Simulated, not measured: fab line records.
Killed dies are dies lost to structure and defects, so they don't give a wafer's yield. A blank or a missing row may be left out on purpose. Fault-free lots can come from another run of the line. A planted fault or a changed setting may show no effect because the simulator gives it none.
fab line records | flow nandHarc | part 2 of 2: steps 5 to 6 of 6
[record] lots = 21 wafers = 63 lastDay = 24
route steps=1159 shown A_CHANNEL_FILL_D1@517 A_STAIRCASE@532
lots that met no fault: from a run of the same line without faults
startH: the number of hours between the record's first day and the start of the first shown wafer of the lot | waitH: hours from the lot's prior step to this one | " as in the row above | L1.1+2: a single row standing in for several wafers | - no value, or no start given | * or withheld: withheld | < > ~ a bound
route shown NAME@n: NAME is a module with steps in the file, n the number in the route of the first one | usual: average and standard deviation across the fault-free wafers | same: alike in all rows | chamber/n: place in a boat | sites: per-site readings | _std_site: standard deviation of those values | _edge_site: inner sites' mean taken away from outer sites' mean | radiusMm: for every site, how far away it sits from the centre of the wafer | mask NAME#n: copy n | behind: the most recent tool/chamber to have shaped the wafer | hold: the reason the lot was held/the length of the hold in hours/how it ended | device: which transistor (n, p or np) failed to switch | end of line: the route-end tests of the same wafers | where a step has no rows: the recipe by itself | killed: not the wafer's yield, but the dies lost to structure and defects at the first sort | map: the dies of a wafer, with x for killed, . for not killed, _ for no die there
set.NAME: the run value of the setting; set.NAME@STEP: its run value at that earlier step | model.NAME: the simulator's own value behind a step, which no gauge read
a sample of lots followed through the steps of the route, with each step as a table and each wafer as a row
services: from which hour (startH, from the record's first day; less than 0 if before it) a tool's chamber was out of use, for how many hours, and why
[[steps]]
[step NHARC_A_STAIRCASE_DESCUM_291]
[recipe] timeS = 3 o2FlowSccm = 200 arFlowSccm = 0 biasPowerW = 0 chemistry = O2
[usual] drypumpMotorCurrentA = 5.56/0.27 mfcArSccm = 0.006/0.0055 oesProductAu = 0.998/0.0092 rfVppV = 57.8/0.88 showerheadPlenumPTorr = 1.91/0.08 throttleValvePct = 11.312/0.0093
// columns lot.wafer tool chamber startH waitH drypumpMotorCurrentA mfcArSccm oesProductAu rfHoursCounterH rfVppV showerheadPlenumPTorr throttleValvePct
L075.3 rieDiel-01 2 251.30 - 5.66 0.011 1.008 41 57.6 1.96 11.314
L075.4 " 0 " " 5.55 0 0.995 40 59.2 1.92 11.310
L075.6 " 1 " " 5.59 0 0.997 - 58.6 2.06 11.322
L074.1 rieDiel-08 1 252.74 - 5.46 0.005 1.011 47 58.8 1.89 11.321
L074.4 " 0 " " 5.80 0.016 0.989 41 57.3 1.81 11.311
L074.6 " 2 " " 5.56 0.008 1.013 - 59.7 1.98 11.328
L077.3 rieDiel-01 0 266.55 - 5.55 0 0.997 46 57.7 1.92 11.308
L077.4 " 1 " " 5.62 0 1.005 42 58.5 2.06 11.310
L077.1 " 3 " " 4.99 0.005 0.995 41 58.4 1.99 11.301
L076.3 rieDiel-08 1 267.80 - 5.44 0.005 1.002 53 58.2 1.89 11.320
L076.5 " 1 " " 5.42 0.005 0.993 - 57.1 1.89 11.301
L076.6 " 2 " " 5.58 0.008 1.029 - 58.3 1.98 11.306
L078.6 rieDiel-09 3 283.12 - 6.02 0.008 0.989 - 57.3 1.97 11.314
L078.5 " 0 " " 4.96 0.013 1.007 - 57.6 1.87 11.296
L078.4 " 1 " " 5.59 0 0.983 - 58.8 1.92 11.300
L079.1 rieDiel-01 2 284.69 - 5.69 0.011 0.993 53 58.5 1.96 11.301
L079.6 " 2 " " 5.70 0.011 0.999 - 57.5 1.96 11.304
L079.5 " 3 " " 5.05 0.005 0.997 - 57.1 1.98 11.326
L080.4 rieDiel-01 0 290.81 - 5.49 0 1.007 57 58.1 1.91 11.303
L080.2 " 1 " " 5.60 0 1.014 54 58.1 2.06 11.314
L080.3 " 2 " " 5.68 0.011 1.003 57 58.4 1.96 11.324
L081.1 rieDiel-09 0 302.07 - 4.90 0.013 1.001 16 56.9 1.87 11.316
L081.5 " 3 " " 6.02 0.008 0.985 - 57.2 1.97 11.315
L081.6 " 0 " " 4.94 0.013 0.996 - 57.5 1.87 11.311
L084.4 rieDiel-08 1 311.20 - 5.40 0.005 1.012 0 56.9 1.89 11.313
L084.3 " 3 " " 5.74 0 0.992 0 57.0 1.79 11.294
L084.2 " 0 " " 5.81 0.016 0.991 0 58.3 1.81 11.313
L083.3 rieDiel-08 3 311.40 - 5.78 0 0.995 0 55.5 1.79 11.330
L083.1 " 0 " " 5.78 0.016 0.990 0 57.4 1.81 11.319
L083.5 " 3 " " 5.77 0 0.992 - 56.1 1.79 11.306
L085.2 rieDiel-01 1 333.97 - 5.60 0 0.997 3 57.9 2.05 11.315
L085.3 " 0 " " 5.48 0 1.004 4 58.6 1.91 11.311
L085.5 " 1 " " 5.62 0 0.990 - 58.2 2.05 11.295
L086.2 rieDiel-08 3 334.42 - 5.78 0 0.998 10 56.9 1.79 11.303
L086.5 " 3 " " 5.78 0 0.995 - 60.5 1.79 11.326
L086.6 " 0 " " 5.79 0.016 0.987 - 58.2 1.80 11.327
L089.2 rieDiel-01 1 341.58 - 5.59 0 0.997 6 59.3 2.05 11.308
L089.4 " 1 " " 5.59 0 1.000 - 58.3 2.05 11.310
L089.5 " 2 " " 5.67 0.011 0.992 - 57.7 1.95 11.310
L088.1 rieDiel-08 2 342.50 - 5.57 0.008 1.007 12 58.0 1.97 11.308
L088.4 " 0 " " 5.79 0.016 0.994 14 56.7 1.80 11.295
L088.2 " 1 " " 5.40 0.005 1.005 13 57.9 1.88 11.324
L090.1 rieDiel-09 1 352.29 - 5.59 0 0.999 36 56.7 1.91 11.311
L090.3 " 2 " " 5.61 0 1.000 30 57.9 1.82 11.301
L090.5 " 1 " " 5.59 0 0.992 - 57.6 1.91 11.308
L092.3 rieDiel-08 3 366.65 - 5.77 0 0.982 21 57.5 1.78 11.307
L092.1 " 0 " " 5.78 0.016 0.990 22 57.4 1.80 11.334
L092.4 " 2 " " 5.53 0.008 0.991 21 57.9 1.97 11.308
L093.4 rieDiel-09 2 373.19 - 5.60 0 0.986 39 58.7 1.82 11.316
L093.1 " 0 " " 4.93 0.013 0.993 45 58.1 1.86 11.323
L093.6 " 3 " " 6.03 0.008 0.985 - 57.2 1.96 11.318
L096.1 rieDiel-08 0 377.24 - 5.76 0.016 0.992 27 57.2 1.80 11.306
L096.4 " 3 " " 5.76 0 0.981 - 58.4 1.78 11.307
L096.6 " 0 " " 5.77 0.016 0.991 - 57.4 1.80 11.315
L094.2 rieDiel-01 3 378.41 - 4.99 0.005 1.002 12 56.0 1.97 11.297
L094.1 " 0 " " 5.48 0 1.004 21 57.3 1.90 11.303
L094.5 " 2 " " 5.67 0.011 0.992 - 58.6 1.95 11.320
L095.3 rieDiel-08 2 382.42 - 5.58 0.008 1.010 26 57.8 1.97 11.311
L095.6 " 2 " " 5.59 0.008 1.005 - 57.7 1.97 11.301
L095.5 " 3 " " 5.76 0 0.986 - 56.2 1.78 11.325
L097.4 rieDiel-09 0 401.19 - 4.93 0.013 1.000 55 56.2 1.86 11.320
L097.3 " 2 " " 5.63 0 0.992 47 57.8 1.81 11.300
L097.5 " 0 " " 4.95 0.013 0.995 - 57.8 1.86 11.323
[step NHARC_A_STAIRCASE_ETCH_292]
[recipe] cf4FlowSccm = 100 chf3FlowSccm = 30 arFlowSccm = 0 rfW = 500 biasW = 200 chemistry = CF4/CHF3
[usual] drypumpMotorCurrentA = 5.56/0.27 mfcArSccm = 0.006/0.0057 oesProductAu = 0.949/0.019 rfVppV = 370.4/2.2 showerheadPlenumPTorr = 1.57/0.063 throttleValvePct = 16.803/0.0087
// columns lot.wafer tool chamber startH waitH drypumpMotorCurrentA mfcArSccm oesProductAu rfHoursCounterH rfVppV showerheadPlenumPTorr throttleValvePct
L075.3 rieDiel-01 1 251.43 0.1 5.64 0 0.924 37 374.0 1.69 16.801
L075.4 " 0 " " 5.52 0 0.926 40 372.2 1.58 16.802
L075.6 " 2 " " 5.68 0.011 0.929 - 372.4 1.61 16.796
L074.1 rieDiel-08 2 252.83 0.1 5.52 0.008 0.971 45 373.0 1.62 16.794
L074.4 " 3 " " 5.76 0 0.962 47 365.9 1.48 16.811
L074.6 " 2 " " 5.57 0.008 0.973 - 372.6 1.62 16.788
L077.1 rieDiel-01 3 266.64 0.1 4.98 0.005 0.971 41 373.1 1.63 16.803
L077.3 " 1 " " 5.58 0 0.953 42 373.4 1.69 16.801
L077.4 " 2 " " 5.69 0.011 0.979 45 371.3 1.61 16.806
L076.3 rieDiel-08 3 267.90 0.1 5.78 0 0.946 52 367.6 1.48 16.805
L076.6 " 1 " " 5.44 0.005 0.951 - 371.6 1.56 16.816
L076.5 " 2 " " 5.55 0.008 0.976 - 372.2 1.62 16.812
L078.6 rieDiel-09 1 283.22 0.1 5.58 0 0.932 - 370.7 1.58 16.798
L078.5 " 3 " " 6.02 0.008 0.938 - 373.2 1.62 16.797
L078.4 " 0 " " 4.89 0.013 0.948 - 368.7 1.54 16.808
L079.1 rieDiel-01 1 284.80 0.1 5.61 0 0.985 50 374.4 1.69 16.811
L079.6 " 2 " " 5.69 0.011 0.962 - 371.2 1.61 16.799
L079.5 " 3 " " 5.00 0.005 0.967 - 371.3 1.63 16.795
L080.3 rieDiel-01 1 290.90 0.1 5.61 0 0.967 54 375.3 1.69 16.782
L080.4 " 2 " " 5.67 0.011 0.972 57 369.7 1.61 16.804
L080.2 " 0 " " 5.49 0 0.978 57 370.5 1.57 16.796
L081.1 rieDiel-09 3 302.20 0.1 6.03 0.008 0.922 17 373.4 1.62 16.803
L081.5 " 3 " " 6.04 0.008 0.921 - 370.9 1.62 16.787
L081.6 " 1 " " 5.58 0 0.922 - 370.1 1.57 16.800
L084.3 rieDiel-08 1 311.30 0.1 5.41 0.005 0.972 0 370.1 1.55 16.799
L084.4 " 2 " " 5.56 0.008 0.960 0 372.1 1.62 16.806
L084.2 " 3 " " 5.78 0 0.961 0 368.3 1.48 16.817
L083.1 rieDiel-08 2 311.65 0.2 5.59 0.008 0.942 0 371.4 1.62 16.807
L083.3 " 1 " " 5.41 0.005 0.943 0 369.3 1.55 16.797
L083.5 " 2 " " 5.59 0.008 0.930 - 372.9 1.62 16.812
L085.3 rieDiel-01 2 334.13 0.1 5.70 0.011 0.931 4 371.1 1.61 16.825
L085.2 " 0 " " 5.52 0 0.945 4 370.7 1.57 16.804
L085.5 " 2 " " 5.67 0.011 0.937 - 370.6 1.61 16.807
L086.2 rieDiel-08 1 334.64 0.2 5.41 0.005 0.930 10 372.0 1.55 16.790
L086.5 " 2 " " 5.56 0.008 0.934 - 371.0 1.62 16.803
L086.6 " 3 " " 5.75 0 0.922 - 367.4 1.47 16.793
L089.2 rieDiel-01 1 341.67 0.1 5.63 0 0.962 6 374.0 1.68 16.810
L089.4 " 1 " " 5.61 0 0.962 - 372.7 1.68 16.805
L089.5 " 0 " " 5.53 0 0.963 - 370.7 1.57 16.814
L088.2 rieDiel-08 3 342.58 0.1 5.76 0 0.954 13 366.6 1.47 16.812
L088.1 " 0 " " 5.83 0.016 0.968 14 369.2 1.49 16.799
L088.4 " 2 " " 5.56 0.008 0.960 12 371.7 1.62 16.800
L090.1 rieDiel-09 1 352.37 0.1 5.57 0 0.967 36 370.3 1.57 16.816
L090.3 " 0 " " 4.92 0.013 0.992 35 369.4 1.53 16.802
L090.5 " 2 " " 5.63 0 0.964 - 366.5 1.50 16.821
L092.1 rieDiel-08 3 366.74 0.1 5.75 0 0.915 21 368.7 1.47 16.817
L092.3 " 1 " " 5.39 0.005 0.926 23 369.8 1.55 16.786
L092.4 " 2 " " 5.56 0.008 0.924 22 371.3 1.62 16.819
L093.4 rieDiel-09 2 373.28 0.1 5.59 0 0.912 39 367.2 1.50 16.792
L093.1 " 0 " " 4.95 0.013 0.931 45 368.2 1.53 16.813
L093.6 " 1 " " 5.59 0 0.927 - 371.5 1.57 16.800
L096.1 rieDiel-08 3 377.36 0.1 5.80 0 0.938 25 366.6 1.47 16.791
L096.6 " 1 " " 5.43 0.005 0.940 - 370.0 1.55 16.809
L096.4 " 3 " " 5.78 0 0.932 - 366.9 1.47 16.804
L094.2 rieDiel-01 1 378.51 0.1 5.63 0 0.985 20 372.8 1.68 16.781
L094.1 " 2 " " 5.69 0.011 0.957 20 370.3 1.60 16.795
L094.5 " 0 " " 5.50 0 0.981 - 370.1 1.57 16.804
L095.3 rieDiel-08 0 382.51 0.1 5.80 0.016 0.978 30 368.0 1.48 16.796
L095.5 " 3 " " 5.76 0 0.962 - 367.0 1.47 16.806
L095.6 " 0 " " 5.77 0.016 0.977 - 367.1 1.48 16.800
L097.4 rieDiel-09 0 401.28 0.1 4.92 0.013 0.938 55 369.9 1.53 16.805
L097.3 " 2 " " 5.61 0 0.949 47 369.0 1.50 16.810
L097.5 " 0 " " 4.92 0.013 0.953 - 368.9 1.53 16.802
[[services]]
// columns tool chamber startH hours kind
rieDiel-08 0 207.50 - clean
rieDiel-08 1 207.50 - clean
rieDiel-08 2 207.50 - clean
rieDiel-08 3 207.50 - clean
rieDiel-01 3 208.12 5.9 repair
rieDiel-08 0 232.05 - clean
rieDiel-08 1 232.05 - clean
rieDiel-08 2 232.05 - clean
rieDiel-08 3 232.05 - clean
rieDiel-09 - 245.02 0.4 repair
rieDiel-09 - 254.44 9.0 pm
rieDiel-08 0 256.55 - clean
rieDiel-08 1 256.55 - clean
rieDiel-08 2 256.55 - clean
rieDiel-08 3 256.55 - clean
rieDiel-09 2 278.74 10.0 repair
rieDiel-08 0 282.37 - clean
rieDiel-08 1 282.37 - clean
rieDiel-09 2 295.60 8.1 repair
rtpAnneal-02 - 300.00 12.0 pm
rieDiel-08 - 301.88 9.0 pm
rieDiel-01 2 306.60 9.9 repair
rieDiel-01 - 314.80 9.0 pm
rieDiel-01 3 331.80 21.5 repair
